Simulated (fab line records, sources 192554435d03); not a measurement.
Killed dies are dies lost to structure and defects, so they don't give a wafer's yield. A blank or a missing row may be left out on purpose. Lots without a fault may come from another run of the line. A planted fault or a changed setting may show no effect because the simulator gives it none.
A struck lot beside a sound one | flow n5_finfet | 35 steps out of a route of 1938
Sound: wafers L407.2, L407.4, L407.6. Struck: wafers L401.1, L401.3, L401.5. The cause comes at the end.
At each step with rows: each side's tool, then ch and its chambers, then its first start. Under that, the readings that differ: sound wafers | struck wafers | difference of the means | sigmas: that difference in standard deviations of wafers without a fault.
alike: readings whose means differ by less than 2 such deviations, and words and numbers that are the same on both sides. not compared: withheld readings, readings that some wafer has no value for, bounds like >300 that may hide the same value, and numbers for which the record gives no deviation and whose values overlap.
The two part at a step that has a row with sigmas, a row that says differs or no value, or rows on one side only. Numbers that don't overlap but have no deviation are shown without sigmas and don't part them. A reading that every wafer of one side lacks parts them only if that side has two wafers or more.

first, 9 steps without rows for these wafers: N5_BEOL_M3_ILD_DEP_00 (deposits SiOC from DEMS/O2, target thk 79 nm, time 15.3 s); N5_BEOL_M3_PECVD_72 (deposits SiO2 from TEOS/O2, target thk 16 nm, time 18 s); N5_BEOL_M3_HM_DEP_02 (deposits TiN, target thk 20 nm); N5_BEOL_M3_COAT_61 (time 60 s, resist thk 60 nm); N5_BEOL_M3_COAT_62 (time 60 s, resist thk 12 nm); N5_BEOL_M3_COAT_73 (time 60 s, resist thk 5 nm); N5_BEOL_M3_COAT_05 (resist thk 30 nm); N5_BEOL_M3_EBR_07; N5_BEOL_M3_SOFTBAKE_06 (time 60 s).
N5_BEOL_M3_EXPOSE_08: exposes mask M3.
  sound on euv_scanner-02 ch 0, day 12 12:38; struck on euv_scanner-01 ch 0, day 11 05:41
  reading              | sound             | struck            | difference | sigmas
  exposure_dose_mJ_cm2 | 32.89 32.89 32.88 | 33.66 33.59 33.65 | +0.75      | +17
  alike: mask
then, 2 steps without rows for these wafers: N5_BEOL_M3_PEB_09 (peb time 60 s); N5_BEOL_M3_DEVELOP_10 (develop time 30 s).
N5_BEOL_M3_CD_MEAS_11: target cd 17.05 nm.
  sound on cd_sem-01 ch 0, day 12 12:45; struck on cd_sem-03 ch 0, day 11 05:49
  reading    | sound             | struck            | difference | sigmas
  cd_nm (nm) | 16.86 17.01 17.06 | 17.49 17.46 18.09 | +0.70      | +3
then, 1 step without rows for these wafers: N5_BEOL_M3_DESCUM_16 (chemistry O2, time 7 s).
N5_BEOL_M3_ETCH_74: etches underlayer in N2/H2, target depth 6.5 nm, time 5.2 s.
  sound on rie_diel-06 ch 0,1,3, day 12 13:04; struck on rie_diel-02 ch 1,2,3, day 11 06:05
  reading                         | sound | struck      | difference | sigmas
  model.BEOL_M3.cd_offset_nm (nm) | 0 0 0 | 0.6 0.6 0.6 | +0.6       |
  alike: drypump_motor_current_A, etch_rf_on_time_s, oes_product_au, rf_vpp_V, showerhead_plenum_p_Torr, throttle_valve_pct
  not compared: rf_hours_counter_h
then, 5 steps without rows for these wafers: N5_BEOL_M3_ETCH_63 (etches SiARC in CF4, target depth 15.6 nm, time 26 s); N5_BEOL_M3_ETCH_64 (etches SOC in N2/H2, target depth 75 nm, overetch 15 nm, time 112.5 s); N5_BEOL_M3_STRIP_65 (strips in N2/H2); N5_BEOL_M3_STRIP_75 (strips in N2/H2); N5_BEOL_M3_STRIP_66 (strips in CF4).
N5_BEOL_M3_HM_OPEN_17: chemistry Cl2/BCl3, target TiN, target depth 20 nm, overetch 6 nm.
  sound on rie_metal-02 ch 0,1, day 12 13:17; struck on rie_metal-01 ch 0,1, day 11 06:19
  alike: drypump_motor_current_A, mfc_ar_sccm, mfc_cl2_sccm, oes_product_au, throttle_valve_pct
  not compared: rf_hours_counter_h, model.BEOL_M3.cd_offset_nm
then, 12 steps without rows for these wafers: N5_BEOL_M3_STRIP_19 (strips in O2); N5_BEOL_M3_COAT_67 (time 60 s, resist thk 60 nm); N5_BEOL_M3_COAT_68 (time 60 s, resist thk 12 nm); N5_BEOL_M3_COAT_76 (time 60 s, resist thk 5 nm); N5_BEOL_M3_COAT_22 (resist thk 30 nm); N5_BEOL_M3_EBR_24; N5_BEOL_M3_SOFTBAKE_23 (time 60 s); N5_BEOL_M3_EXPOSE_25 (exposes mask V2, defocus 5 nm); N5_BEOL_M3_PEB_26 (peb time 60 s); N5_BEOL_M3_DEVELOP_27 (develop time 30 s); N5_BEOL_M3_DESCUM_33 (chemistry O2, time 7 s); N5_BEOL_M3_ETCH_77 (etches underlayer in N2/H2, target depth 6.5 nm, time 5.2 s).
-- the record jumps here: 2 days lie between the struck wafers' starts before and after (it left off in module BEOL_M3 and takes up again in module BEOL_M4, whose first step shown is number 1111 of the route) --
N5_BEOL_M4_RC_MEAS_101:
  sound on prober-01 ch 0, day 14 11:48; struck on prober-02 ch 0, day 13 11:52
  alike: DIBL_N, DIBL_P, IOFF_N, IOFF_P, ION_N, ION_P, SS_N, SS_P, VT_N, VT_P
-- the record jumps here: 5 days lie between the struck wafers' starts before and after (it left off in module BEOL_M4 and takes up again in module PASSIVATION, whose first step shown is number 1936 of the route) --
N5_PASSIVATION_PROBE_49:
  sound on prober-02, day 19 07:28; struck on prober-02, day 18 11:35
  reading            | sound | struck   | difference | sigmas
  killed_at_contacts | 7 8 8 | 15 28 23 | +14        | +2
  alike: defect_limited_yield, killed_at_M0_to_M3, killed_at_M4_up, killed_at_front_end, killed_at_other, killed_dies, killed_open, killed_short, sort_bin_4_leakage, sort_bin_5_function, sort_bin_6_memory, sort_n_pass, sort_yield_pct

WHERE THEY PART
First at N5_BEOL_M3_EXPOSE_08; last, within this record, at N5_PASSIVATION_PROBE_49.

WHY: what the simulator had put in
Process parameter drift: euv_scanner-01, from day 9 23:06 on, at N5_BEOL_M3_EXPOSE_08. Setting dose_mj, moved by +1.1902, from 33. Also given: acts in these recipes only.
